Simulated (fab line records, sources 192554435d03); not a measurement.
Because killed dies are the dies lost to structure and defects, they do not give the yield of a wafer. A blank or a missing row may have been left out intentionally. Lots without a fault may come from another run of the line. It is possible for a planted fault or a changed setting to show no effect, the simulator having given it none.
Chamber matching | flow n5 finfet | 4 sister chambers for N5_BEOL_M10_ETCH_66 on rie diel-06
The step etches SOC in N2/H2, target depth 120 nm, overetch 24 nm, time 180 s. 8 wafers are shown with their chamber, then 10 later ones without.

## WAFERS WITH THEIR CHAMBER
wafer  | chamber | drypump motor current A (A) | showerhead plenum p Torr (Torr)
L077.6 | 0       | 6.2                         | 2.51
L079.3 | 3       | 5.9                         | 2.56
L084.3 | 3       | 5.9                         | 2.55
L084.5 | 2       | 5.1                         | 2.67
L086.1 | 2       | 5.1                         | 2.67
L086.4 | 0       | 6.3                         | 2.50
L089.4 | 1       | 4.8                         | 2.49
L089.5 | 1       | 4.8                         | 2.49

## WAFERS MISSING THEIR CHAMBER
wafer  | drypump motor current A (A) | showerhead plenum p Torr (Torr)
L089.6 | 6.2                         | 2.50
L090.1 | 5.1                         | 2.67
L090.2 | 5.9                         | 2.55
L090.5 | 5.1                         | 2.67
L095.1 | 5.8                         | 2.54
L095.3 | 5.1                         | 2.66
L095.4 | 5.1                         | 2.66
L096.1 | 4.8                         | 2.48
L096.3 | 5.9                         | 2.54
L096.4 | 4.8                         | 2.48

## THE CHAMBER EACH PASSED THROUGH
wafer  | from the rows above | in truth
L089.6 | 0                   | 0
L090.1 | 2                   | 2
L090.2 | 3                   | 3
L090.5 | 2                   | 2
L095.1 | 3                   | 3
L095.3 | 2                   | 2
L095.4 | 2                   | 2
L096.1 | 1                   | 1
L096.3 | 3                   | 3
L096.4 | 1                   | 1
Placed correctly: 10 of 10. Left unplaced by these rows: 0. 0 placed wrongly.
How it was worked out, from the rows above alone: a wafer's distance from a chamber is the root of the sum, over the readings, of the square of ((its reading less the chamber's mean) divided by the reading's scatter). The wafer belongs to the nearest chamber; if the next one is less than 2 further off, it can't be placed. The mean given for a chamber averages the wafers shown for that chamber. How the scatter is found: for the shown wafers, subtract from each reading the mean of its chamber, square and add these, divide the total by (wafers less chambers), then take the root.
